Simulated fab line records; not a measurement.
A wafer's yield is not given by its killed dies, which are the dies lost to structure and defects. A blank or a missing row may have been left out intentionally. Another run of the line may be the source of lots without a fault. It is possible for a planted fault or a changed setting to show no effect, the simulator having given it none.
Which tool is to blame? -- flow nand-harc -- 11 lots, 33 wafers sampled, at 5 steps of a route of 1159

== WHAT EACH GAUGE READ, for each wafer ==
NHARC_P_GATE_CD_MEAS_46: target cd 720 nm.
lot,measured,on,cd-nm (nm)
L627,day 5 17:26,cd-sem-01,- - -
L628,day 5 19:35,cd-sem-03,722.0 720.8 722.8
L637,day 8 13:16,cd-sem-03,720.1 720.1 722.6
L638,day 8 13:07,cd-sem-03,721.8 722.4 720.4
L639,day 8 21:07,cd-sem-02,722.0 721.1 719.4
L640,day 9 01:35,cd-sem-01,719.0 719.7 720.3
L642,day 9 07:04,cd-sem-01,719.0 719.3 721.3
L641,day 9 10:01,cd-sem-02,722.0 722.9 721.3
L643,day 9 16:55,cd-sem-01,720.2 717.5 721.3
L645,day 10 05:46,cd-sem-01,723.0 720.5 719.1
L647,day 10 09:11,cd-sem-02,719.4 723.3 719.5

== EACH LOT AND THE TOOL THAT RAN IT (in order: tool; ch and the chambers of the sampled wafers; start) ==
lot,NHARC_P_GATE_DESCUM_31,NHARC_P_GATE_ETCH_104,NHARC_P_GATE_STRIP_101,NHARC_P_GATE_EXPOSE_43
L627,"rie-diel-11 ch 0,1,3, day 5 05:43","rie-diel-11 ch 2,3, day 5 05:47","rie-diel-01 ch 0,2,3, day 5 16:31","krf-scanner-03 ch 0, day 5 17:17"
L628,"rie-diel-01 ch 0,2,3, day 5 06:14","rie-diel-01 ch 1,2,3, day 5 06:19","rie-diel-01 ch 0,1,2, day 5 18:39","krf-scanner-04 ch 0, day 5 19:26"
L637,"rie-diel-01 ch 0,1,2, day 8 01:04","rie-diel-01 ch 1,2,3, day 8 01:08","rie-diel-01 ch 1,2, day 8 12:20","krf-scanner-02 ch 0, day 8 13:07"
L638,"rie-diel-09 ch 0,1,3, day 8 01:17","rie-diel-09 ch 0,2,3, day 8 01:23","rie-diel-09 ch 0,1,3, day 8 12:19","krf-scanner-03 ch 0, day 8 12:57"
L639,"rie-diel-09 ch 0,2,3, day 8 09:12","rie-diel-09 ch 0,2,3, day 8 09:17","rie-diel-11 ch 0,2,3, day 8 20:12","krf-scanner-03 ch 0, day 8 20:58"
L640,"rie-diel-11 ch 0,1,3, day 8 13:43","rie-diel-11 ch 0,3, day 8 13:50","rie-diel-01 ch 0,1,2, day 9 00:40","krf-scanner-02 ch 0, day 9 01:26"
L642,"rie-diel-11 ch 0,1,3, day 8 19:14","rie-diel-11 ch 0,1, day 8 19:17","rie-diel-01 ch 1,2, day 9 06:16","krf-scanner-02 ch 0, day 9 06:55"
L641,"rie-diel-09 ch 0,3, day 8 19:58","rie-diel-09 ch 0,3, day 8 20:17","rie-diel-01 ch 1,3, day 9 09:06","krf-scanner-03 ch 0, day 9 09:52"
L643,"rie-diel-09 ch 0,1,2, day 9 04:06","rie-diel-09 ch 1,2,3, day 9 04:28","rie-diel-11 ch 0,1,2, day 9 16:07","krf-scanner-03 ch 0, day 9 16:46"
L645,"rie-diel-01 ch 1,2, day 9 17:44","rie-diel-01 ch 1,2, day 9 17:51","rie-diel-11 ch 1,3, day 10 04:50","krf-scanner-03 ch 0, day 10 05:36"
L647,"rie-diel-11 ch 0,2,3, day 9 21:28","rie-diel-11 ch 0,1,2, day 9 21:32","rie-diel-01 ch 0,2,3, day 10 08:18","krf-scanner-03 ch 0, day 10 09:01"
- NHARC_P_GATE_DESCUM_31: chemistry O2, time 3 s.
- NHARC_P_GATE_ETCH_104: etches the open film in CF4/CHF3, target depth 60 nm.
- NHARC_P_GATE_STRIP_101: strips in O2, time 20 s.
- NHARC_P_GATE_EXPOSE_43: exposes mask P NSD, target cd 720 nm.

== THE ANSWER, worked out from the rows above alone ==
Rule: usual is defined by the lots themselves. The widest of any qualifying gaps counts: lots, ordered by their means at a reading, are off when they make up no more than a third of the lots, leave a main group of 4 or more, and stand apart from it by 3 or more times the standard deviation of that group's means. If all means in a main group match to the digits the tables above print for the reading, that group is not used. A lot without any number at a reading at which 4 lots or more have one is off too. Where the step has rows for the other lots, those lots are counted as sound.
Off: L627 (NHARC_P_GATE_CD_MEAS_46, cd-nm). Without a number there: L627. The main group: mean 720.8 nm, standard deviation 0.82.
A tool fits if, at a process step before that reading, it ran every lot that is off, and no sound lot after the first of them. Gauges at NHARC_P_GATE_CD_MEAS_46: tried the same way as those tools. Not one of the candidates tried fits.

== WHAT WAS PUT IN BY THE SIMULATOR ==
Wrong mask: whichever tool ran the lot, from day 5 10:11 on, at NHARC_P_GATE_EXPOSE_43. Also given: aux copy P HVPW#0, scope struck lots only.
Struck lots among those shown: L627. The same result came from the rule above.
